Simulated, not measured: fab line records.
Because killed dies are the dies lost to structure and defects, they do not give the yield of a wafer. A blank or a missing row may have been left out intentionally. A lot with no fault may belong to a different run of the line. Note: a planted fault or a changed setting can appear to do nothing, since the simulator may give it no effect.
Which tool is to blame? + flow n5 finfet + 36 wafers from 12 lots sampled at 2 of the route's 1938 steps

## WHAT EACH GAUGE READ, for each wafer
N5_PASSIVATION_OVL_MEAS_63. Usual: for PAD_OVL the level is 5 nm and the standard deviation is 5.2.
| lot  | measured     | on         | PAD_OVL (nm) | flag |
|------|--------------|------------|--------------|------|
| L694 | day 12 02:11 | overlay-01 | 4 8 0        |      |
| L695 | day 12 04:08 | overlay-01 | -1 8 4       |      |
| L696 | day 12 08:43 | overlay-02 | 0 3 -5       |      |
| L699 | day 12 23:28 | overlay-02 | 10 11 17     |      |
| L700 | day 13 01:10 | overlay-02 | 4 6 5        |      |
| L701 | day 13 08:55 | overlay-02 | 7 11 7       |      |
| L702 | day 13 21:20 | overlay-01 | 10 20 6      |      |
| L703 | day 13 21:50 | overlay-02 | -3 2 -3      |      |
| L712 | day 17 09:10 | overlay-02 | 7 6 7        |      |
| L714 | day 17 18:32 | overlay-02 | 7 7 1        |      |
| L715 | day 17 23:37 | overlay-02 | 8 8 13       |      |
| L716 | day 18 21:20 | overlay-02 | 11 2 7       |      |

## TOOL THAT RAN EACH LOT (tool first, then ch and the chambers of the sampled wafers, then the start)
| lot  | N5_BEOL_M10_ECD_50             |
|------|--------------------------------|
| L694 | ecd cu-02 ch 0,1, day 10 07:19 |
| L695 | ecd cu-02 ch 0,1, day 10 07:28 |
| L696 | ecd cu-01 ch 0,1, day 10 11:10 |
| L699 | ecd cu-01 ch 0, day 11 03:02   |
| L700 | ecd cu-01 ch 0,1, day 11 09:48 |
| L701 | ecd cu-01 ch 0,1, day 11 18:48 |
| L702 | ecd cu-01 ch 1, day 12 01:41   |
| L703 | ecd cu-01 ch 0,1, day 12 04:50 |
| L712 | ecd cu-01 ch 0,1, day 15 11:30 |
| L714 | ecd cu-02 ch 0,1, day 15 14:54 |
| L715 | ecd cu-01 ch 0,1, day 15 18:26 |
| L716 | ecd cu-02 ch 0,1, day 16 17:35 |
- N5_BEOL_M10_ECD_50: material Cu, target thk 318 nm.

## WHAT THE TOOLS THEMSELVES READ (means of the sampled wafers that have a number; where no wafer has one, the mark that the record gives instead)
The record holds no such reading with a usual standard deviation.

## THE ANSWER, worked out from the rows above alone
Rule: take the mean of a lot's wafers that have a number; if it is more than 3 standard deviations from the usual mean, the lot is off. Also off: a lot with no number at a reading for which 4 or more lots have one. The other lots that the step has rows for count as sound. First the gauges in route order, then the tools' own readings, where a lot's mean is used as printed above. At the first step where some lot is off, the reading lying furthest off is the one used; lots without a number count as furthest.
None of the lots is off at any reading shown; this tells nothing.

## WHAT WAS PUT IN BY THE SIMULATOR
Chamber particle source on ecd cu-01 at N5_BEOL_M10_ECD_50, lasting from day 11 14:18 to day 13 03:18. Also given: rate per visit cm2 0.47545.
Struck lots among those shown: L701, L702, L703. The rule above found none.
